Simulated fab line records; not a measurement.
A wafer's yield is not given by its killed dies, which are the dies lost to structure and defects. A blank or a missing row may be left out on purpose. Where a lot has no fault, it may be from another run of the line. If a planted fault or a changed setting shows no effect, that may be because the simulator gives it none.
Which tool was responsible? | flow n5Finfet | 24 lots, 72 wafers sampled, at 6 steps of a route of 1938

## WHAT THE GAUGES READ, wafer by wafer
N5_BEOL_M2_INSPECT_59: inspects for defects (darkfield). Usual: rawDefectCount at 73, with a standard deviation of 27.
lot  | measured     | on               | rawDefectCount | flag
L074 | day 7 14:20  | defectInspect-01 | 130 149 80     | 
L076 | day 7 18:04  | defectInspect-01 | 45 35 46       | 
L075 | day 7 21:26  | defectInspect-01 | 80 59 76       | 
L077 | day 7 23:19  | defectInspect-02 | 43 87 49       | 
L079 | day 8 03:20  | defectInspect-02 | 112 67 57      | 
L078 | day 8 04:41  | defectInspect-02 | 79 148 108     | 
L080 | day 8 12:23  | defectInspect-02 | 62 70 77       | 
L081 | day 9 00:28  | defectInspect-01 | 65 38 45       | 
L082 | day 9 02:32  | defectInspect-01 | 70 57 73       | 
L083 | day 9 04:24  | defectInspect-01 | 51 31 31       | 
L084 | day 9 06:30  | defectInspect-01 | 65 85 54       | 
L086 | day 10 07:47 | defectInspect-01 | 58 41 98       | 
L088 | day 10 10:23 | defectInspect-02 | 91 94 65       | 
L087 | day 10 13:32 | defectInspect-02 | 107 123 68     | 
L085 | day 10 15:50 | defectInspect-01 | 78 41 69       | 
L090 | day 10 16:20 | defectInspect-02 | 57 110 104     | 
L089 | day 10 20:20 | defectInspect-02 | 68 68 39       | 
L091 | day 11 05:34 | defectInspect-02 | 44 30 62       | 
L092 | day 11 11:12 | defectInspect-02 | 57 87 103      | 
L093 | day 11 19:28 | defectInspect-01 | 61 69 31       | 
L095 | day 12 00:41 | defectInspect-02 | 57 116 72      | 
L094 | day 12 01:41 | defectInspect-02 | 68 62 112      | 
L096 | day 12 20:35 | defectInspect-01 | 82 87 94       | 
L097 | day 13 14:52 | defectInspect-01 | 53 55 69       | 

## TOOL THAT RAN EACH LOT (tool first, then ch and the chambers of the sampled wafers, then the start)
lot  | N5_BEOL_M2_DEGAS_44         | N5_BEOL_M2_PRE_CLEAN_45     | N5_BEOL_M2_ANNEAL_82        | N5_BEOL_M2_ANNEAL_89        | N5_BEOL_M2_ANNEAL_51
L074 | pvdSputter-03, day 7 10:44  | pvdSputter-03, day 7 10:46  | pvdSputter-02, day 7 12:01  | pvdSputter-02, day 7 12:27  | rtpAnneal-02 ch 0, day 7 13:29
L076 | pvdSputter-01, day 7 11:53  | pvdSputter-01, day 7 11:55  | pvdSputter-02, day 7 15:44  | pvdSputter-02, day 7 16:10  | rtpAnneal-01 ch 0, day 7 17:16
L075 | pvdSputter-03, day 7 17:26  | pvdSputter-03, day 7 17:28  | pvdSputter-03, day 7 19:07  | pvdSputter-03, day 7 19:33  | rtpAnneal-02 ch 0, day 7 20:33
L077 | pvdSputter-03, day 7 17:35  | pvdSputter-03, day 7 17:38  | pvdSputter-03, day 7 20:59  | pvdSputter-03, day 7 21:26  | rtpAnneal-02 ch 0, day 7 22:26
L079 | pvdSputter-03, day 7 23:20  | pvdSputter-03, day 7 23:22  | pvdSputter-02, day 8 01:01  | pvdSputter-02, day 8 01:28  | rtpAnneal-01 ch 0, day 8 02:28
L078 | pvdSputter-03, day 7 23:25  | pvdSputter-03, day 7 23:27  | pvdSputter-01, day 8 02:22  | pvdSputter-01, day 8 02:49  | rtpAnneal-01 ch 0, day 8 03:49
L080 | pvdSputter-01, day 8 08:32  | pvdSputter-01, day 8 08:35  | pvdSputter-03, day 8 09:57  | pvdSputter-03, day 8 10:23  | rtpAnneal-02 ch 0, day 8 11:29
L081 | pvdSputter-03, day 8 18:03  | pvdSputter-03, day 8 18:05  | pvdSputter-01, day 8 21:03  | pvdSputter-01, day 8 21:29  | rtpAnneal-02 ch 0, day 8 22:36
L082 | pvdSputter-03, day 8 22:43  | pvdSputter-03, day 8 22:45  | pvdSputter-02, day 9 00:08  | pvdSputter-02, day 9 00:34  | rtpAnneal-02 ch 0, day 9 01:37
L083 | pvdSputter-03, day 8 23:09  | pvdSputter-03, day 8 23:11  | pvdSputter-02, day 9 01:58  | pvdSputter-02, day 9 02:25  | rtpAnneal-02 ch 0, day 9 03:34
L084 | pvdSputter-03, day 9 02:58  | pvdSputter-03, day 9 03:01  | pvdSputter-03, day 9 04:08  | pvdSputter-03, day 9 04:34  | rtpAnneal-02 ch 0, day 9 05:34
L086 | pvdSputter-03, day 10 04:12 | pvdSputter-03, day 10 04:14 | pvdSputter-03, day 10 05:23 | pvdSputter-03, day 10 05:50 | rtpAnneal-01 ch 0, day 10 06:55
L088 | pvdSputter-03, day 10 06:52 | pvdSputter-03, day 10 06:55 | pvdSputter-01, day 10 08:04 | pvdSputter-01, day 10 08:30 | rtpAnneal-02 ch 0, day 10 09:32
L087 | pvdSputter-02, day 10 09:59 | pvdSputter-02, day 10 10:02 | pvdSputter-01, day 10 11:13 | pvdSputter-01, day 10 11:40 | rtpAnneal-01 ch 0, day 10 12:42
L085 | pvdSputter-02, day 10 10:29 | pvdSputter-02, day 10 10:32 | pvdSputter-01, day 10 13:29 | pvdSputter-01, day 10 13:55 | rtpAnneal-01 ch 0, day 10 15:01
L090 | pvdSputter-01, day 10 12:53 | pvdSputter-01, day 10 12:55 | pvdSputter-03, day 10 14:00 | pvdSputter-03, day 10 14:26 | rtpAnneal-01 ch 0, day 10 15:26
L089 | pvdSputter-02, day 10 16:20 | pvdSputter-02, day 10 16:23 | pvdSputter-03, day 10 17:34 | pvdSputter-03, day 10 18:00 | rtpAnneal-01 ch 0, day 10 19:01
L091 | pvdSputter-02, day 11 01:57 | pvdSputter-02, day 11 01:59 | pvdSputter-01, day 11 03:14 | pvdSputter-01, day 11 03:40 | rtpAnneal-01 ch 0, day 11 04:44
L092 | pvdSputter-01, day 11 07:32 | pvdSputter-01, day 11 07:34 | pvdSputter-01, day 11 08:51 | pvdSputter-01, day 11 09:17 | rtpAnneal-02 ch 0, day 11 10:20
L093 | pvdSputter-03, day 11 15:58 | pvdSputter-03, day 11 16:01 | pvdSputter-02, day 11 17:05 | pvdSputter-02, day 11 17:32 | rtpAnneal-02 ch 0, day 11 18:38
L095 | pvdSputter-01, day 11 19:19 | pvdSputter-01, day 11 19:21 | pvdSputter-01, day 11 22:10 | pvdSputter-01, day 11 22:37 | rtpAnneal-02 ch 0, day 11 23:49
L094 | pvdSputter-03, day 11 22:10 | pvdSputter-03, day 11 22:12 | pvdSputter-02, day 11 23:22 | pvdSputter-02, day 11 23:48 | rtpAnneal-01 ch 0, day 12 00:53
L096 | pvdSputter-01, day 12 14:17 | pvdSputter-01, day 12 14:20 | pvdSputter-03, day 12 15:40 | pvdSputter-03, day 12 16:06 | rtpAnneal-01 ch 0, day 12 19:45
L097 | pvdSputter-01, day 13 08:23 | pvdSputter-01, day 13 08:26 | pvdSputter-02, day 13 09:40 | pvdSputter-02, day 13 10:07 | rtpAnneal-01 ch 0, day 13 13:59
- N5_BEOL_M2_DEGAS_44: time 60 s.
- N5_BEOL_M2_PRE_CLEAN_45: time 30 s.
- N5_BEOL_M2_ANNEAL_82: time 240 s.
- N5_BEOL_M2_ANNEAL_89: time 240 s.
- N5_BEOL_M2_ANNEAL_51: time 90 s.

## WHAT THE TOOLS THEMSELVES READ (means of the sampled wafers that have a number; where no wafer has one, the mark that the record gives instead)
N5_BEOL_M2_DEGAS_44. Usual: heaterPowerW at 329 W, with a standard deviation of 26.
lot  | tool          | heaterPowerW (W) | flag
L074 | pvdSputter-03 | 357              | 
L076 | pvdSputter-01 | 340              | 
L075 | pvdSputter-03 | 308              | 
L077 | pvdSputter-03 | 331              | 
L079 | pvdSputter-03 | 316              | 
L078 | pvdSputter-03 | 310              | 
L080 | pvdSputter-01 | 318              | 
L081 | pvdSputter-03 | 305              | 
L082 | pvdSputter-03 | 302              | 
L083 | pvdSputter-03 | 341              | 
L084 | pvdSputter-03 | 315              | 
L086 | pvdSputter-03 | 303              | 
L088 | pvdSputter-03 | 337              | 
L087 | pvdSputter-02 | 368              | 
L085 | pvdSputter-02 | 332              | 
L090 | pvdSputter-01 | 319              | 
L089 | pvdSputter-02 | 346              | 
L091 | pvdSputter-02 | 345              | 
L092 | pvdSputter-01 | 331              | 
L093 | pvdSputter-03 | 327              | 
L095 | pvdSputter-01 | 340              | 
L094 | pvdSputter-03 | 333              | 
L096 | pvdSputter-01 | 336              | 
L097 | pvdSputter-01 | 326              | 

N5_BEOL_M2_PRE_CLEAN_45. Usual: heaterPowerW at 328 W, with a standard deviation of 26.
lot  | tool          | heaterPowerW (W) | flag
L074 | pvdSputter-03 | 360              | 
L076 | pvdSputter-01 | 332              | 
L075 | pvdSputter-03 | 304              | 
L077 | pvdSputter-03 | 329              | 
L079 | pvdSputter-03 | 317              | 
L078 | pvdSputter-03 | 310              | 
L080 | pvdSputter-01 | 320              | 
L081 | pvdSputter-03 | 303              | 
L082 | pvdSputter-03 | 303              | 
L083 | pvdSputter-03 | 341              | 
L084 | pvdSputter-03 | 312              | 
L086 | pvdSputter-03 | 307              | 
L088 | pvdSputter-03 | 335              | 
L087 | pvdSputter-02 | 363              | 
L085 | pvdSputter-02 | 330              | 
L090 | pvdSputter-01 | 314              | 
L089 | pvdSputter-02 | 341              | 
L091 | pvdSputter-02 | 345              | 
L092 | pvdSputter-01 | 335              | 
L093 | pvdSputter-03 | 332              | 
L095 | pvdSputter-01 | 332              | 
L094 | pvdSputter-03 | 330              | 
L096 | pvdSputter-01 | 335              | 
L097 | pvdSputter-01 | 321              | 

N5_BEOL_M2_ANNEAL_82. Usual: heaterPowerW at 829 W, with a standard deviation of 57.
lot  | tool          | heaterPowerW (W) | flag
L074 | pvdSputter-02 | 877              | 
L076 | pvdSputter-02 | 821              | 
L075 | pvdSputter-03 | 837              | 
L077 | pvdSputter-03 | 771              | 
L079 | pvdSputter-02 | 828              | 
L078 | pvdSputter-01 | 813              | 
L080 | pvdSputter-03 | 882              | 
L081 | pvdSputter-01 | 793              | 
L082 | pvdSputter-02 | 841              | 
L083 | pvdSputter-02 | 852              | 
L084 | pvdSputter-03 | 784              | 
L086 | pvdSputter-03 | 854              | 
L088 | pvdSputter-01 | 787              | 
L087 | pvdSputter-01 | 797              | 
L085 | pvdSputter-01 | 794              | 
L090 | pvdSputter-03 | 837              | 
L089 | pvdSputter-03 | 839              | 
L091 | pvdSputter-01 | 845              | 
L092 | pvdSputter-01 | 793              | 
L093 | pvdSputter-02 | 873              | 
L095 | pvdSputter-01 | 809              | 
L094 | pvdSputter-02 | 859              | 
L096 | pvdSputter-03 | 825              | 
L097 | pvdSputter-02 | 843              | 

N5_BEOL_M2_ANNEAL_89. Usual: heaterPowerW at 826 W, with a standard deviation of 59.
lot  | tool          | heaterPowerW (W) | flag
L074 | pvdSputter-02 | 861              | 
L076 | pvdSputter-02 | 825              | 
L075 | pvdSputter-03 | 850              | 
L077 | pvdSputter-03 | 767              | 
L079 | pvdSputter-02 | 825              | 
L078 | pvdSputter-01 | 832              | 
L080 | pvdSputter-03 | 869              | 
L081 | pvdSputter-01 | 790              | 
L082 | pvdSputter-02 | 832              | 
L083 | pvdSputter-02 | 864              | 
L084 | pvdSputter-03 | 782              | 
L086 | pvdSputter-03 | 843              | 
L088 | pvdSputter-01 | 796              | 
L087 | pvdSputter-01 | 804              | 
L085 | pvdSputter-01 | 789              | 
L090 | pvdSputter-03 | 810              | 
L089 | pvdSputter-03 | 839              | 
L091 | pvdSputter-01 | 828              | 
L092 | pvdSputter-01 | 777              | 
L093 | pvdSputter-02 | 877              | 
L095 | pvdSputter-01 | 797              | 
L094 | pvdSputter-02 | 850              | 
L096 | pvdSputter-03 | 828              | 
L097 | pvdSputter-02 | 838              | 

N5_BEOL_M2_ANNEAL_51. Usual: wafer_temp_C_max at 226.5, with a standard deviation of 0.6.
lot  | tool         | wafer_temp_C_max | flag
L074 | rtpAnneal-02 | 226.6            | 
L076 | rtpAnneal-01 | 226.0            | 
L075 | rtpAnneal-02 | 227.3            | 
L077 | rtpAnneal-02 | 226.9            | 
L079 | rtpAnneal-01 | 225.8            | 
L078 | rtpAnneal-01 | 226.1            | 
L080 | rtpAnneal-02 | 227.1            | 
L081 | rtpAnneal-02 | 226.8            | 
L082 | rtpAnneal-02 | 227.2            | 
L083 | rtpAnneal-02 | 227.1            | 
L084 | rtpAnneal-02 | 227.2            | 
L086 | rtpAnneal-01 | 225.8            | 
L088 | rtpAnneal-02 | 227.4            | 
L087 | rtpAnneal-01 | 226.1            | 
L085 | rtpAnneal-01 | 226.1            | 
L090 | rtpAnneal-01 | 226.1            | 
L089 | rtpAnneal-01 | 225.9            | 
L091 | rtpAnneal-01 | 226.0            | 
L092 | rtpAnneal-02 | 227.1            | 
L093 | rtpAnneal-02 | 226.4            | 
L095 | rtpAnneal-02 | 227.0            | 
L094 | rtpAnneal-01 | 226.2            | 
L096 | rtpAnneal-01 | 225.9            | 
L097 | rtpAnneal-01 | 226.0            | 

## THE ANSWER, worked out from the rows above alone
Rule: lot off if the mean of its wafers having a number is beyond 3 standard deviations from the usual mean. A lot without any number at a reading at which 4 lots or more have one is off too. Any other lot the step has rows for is counted as sound. Order of review: gauges by route order, followed by the tools' own readings, for which a lot's mean as printed above is used. At the first step where some lot is off, the reading lying furthest off is the one used; lots without a number count as furthest.
No lot is off on any of the readings shown, so nothing can be concluded from this.

## WHAT WAS PUT IN BY THE SIMULATOR
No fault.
